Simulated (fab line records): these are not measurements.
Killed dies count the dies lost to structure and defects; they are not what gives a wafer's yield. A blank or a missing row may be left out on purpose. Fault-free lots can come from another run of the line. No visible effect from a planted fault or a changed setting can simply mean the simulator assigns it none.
Struck lot and sound lot, side by side	flow n5Finfet	15 out of 1938 route steps
Sound: the wafers L948.1, L948.5, L948.6. Struck: wafers L967.2, L967.3 (left out: L967.5, a lot-mate that was not struck); the cause follows at the end.
Each step with rows lists, per side, the tool, then ch with its chambers, then its first start. Under that, the readings that differ: sound wafers	struck wafers	difference of the means	sigmas: that difference in standard deviations of wafers without a fault.
alike: same words and numbers on both sides, and readings whose means sit less than 2 such deviations apart. not compared: any withheld reading, any reading some wafer has no value for, any bound like >300 that may hide the same value, and any number with overlapping values for which the record gives no deviation.
A row with sigmas, a row that says differs or no value, or rows on one side alone: a step with any of these is where the two part. Non-overlapping numbers with no deviation appear without sigmas and do not part them. A reading that every wafer of one side lacks parts them only if that side has two wafers or more.

first, 1 step without rows for these wafers: N5_BEOL_M10_STRIP_77 (strips in N2/H2, time 10 s).
N5_BEOL_M10_OCD_MEAS_38:
  sound on ocd-02 at day 10 02:59; struck on ocd-02 at day 15 00:09
  alike: trenchDepthNm
then, 4 steps without rows for these wafers: N5_BEOL_M10_HM_STRIP_39 (strips TiN in peroxide tin strip, target depth 25 nm, time 158 s); N5_BEOL_M10_SRD_40 (time 30 s); N5_BEOL_M10_PRECLEAN_42 (cleans in residue remover, time 60 s); N5_BEOL_M10_SRD_43 (time 30 s).
N5_BEOL_M10_CD_MEAS_35: target cd 70 nm.
  sound on cdSem-02 at day 10 03:08; struck on cdSem-02 at day 15 00:18
reading	sound	struck	difference	sigmas
cdNm (nm)	69.4 69.9 69.1	70.9 70.7	+1.3	+2
N5_BEOL_M10_CURE_72: cures SiCOH lowk, time 120 s.
  sound on uvCure-01 ch 1, day 10 03:10; struck on uvCure-01 ch 1, day 15 00:23
  alike: lampPowerPct, wafer_temp_C_max
N5_BEOL_M10_DEGAS_44: time 60 s.
  sound on pvdSputter-03 at day 10 03:39; struck on pvdSputter-02 at day 15 00:40
  alike: heaterPowerW
N5_BEOL_M10_PRE_CLEAN_45: time 30 s.
  sound on pvdSputter-03 at day 10 03:41; struck on pvdSputter-02 at day 15 00:42
  alike: heaterPowerW
then, 1 step without rows for these wafers: N5_BEOL_M10_ALD_74 (deposits TaN, target thk 2 nm, pulse time 2 s, purge time 3 s).
N5_BEOL_M10_SURFACE_TREAT_76:
  sound on pvdSputter-01 at day 10 04:16; struck on pvdSputter-01 at day 15 01:22
  not compared: throttleValvePct
N5_BEOL_M10_CVD_75: deposits Co from CCTBA/H2, target thk 2 nm, time 138.9 s.
  sound on cvdCo-01 ch 0,1,2, day 10 04:33; struck on cvdCo-02 ch 1,2, day 15 01:31
reading	sound	struck	difference	sigmas
runLengthS (s)	161.2 161.9 161.2	164.2 165.0	+3.2	+8
N5_BEOL_M10_SPUTTER_48: material Cu, target thk 12 nm, time 2 s.
  sound on pvdSputter-01 at day 10 06:16; struck on pvdSputter-01 at day 15 01:43
  alike: substrateTempC, throttleValvePct
N5_PASSIVATION_PROBE_49:
  record: rows for the struck wafers here (prober-02, day 17 00:05), none for the sound ones

## WHERE THEY PART
Earliest at N5_BEOL_M10_CD_MEAS_35; latest, in this record, at N5_PASSIVATION_PROBE_49.

WHY: what the simulator had put in
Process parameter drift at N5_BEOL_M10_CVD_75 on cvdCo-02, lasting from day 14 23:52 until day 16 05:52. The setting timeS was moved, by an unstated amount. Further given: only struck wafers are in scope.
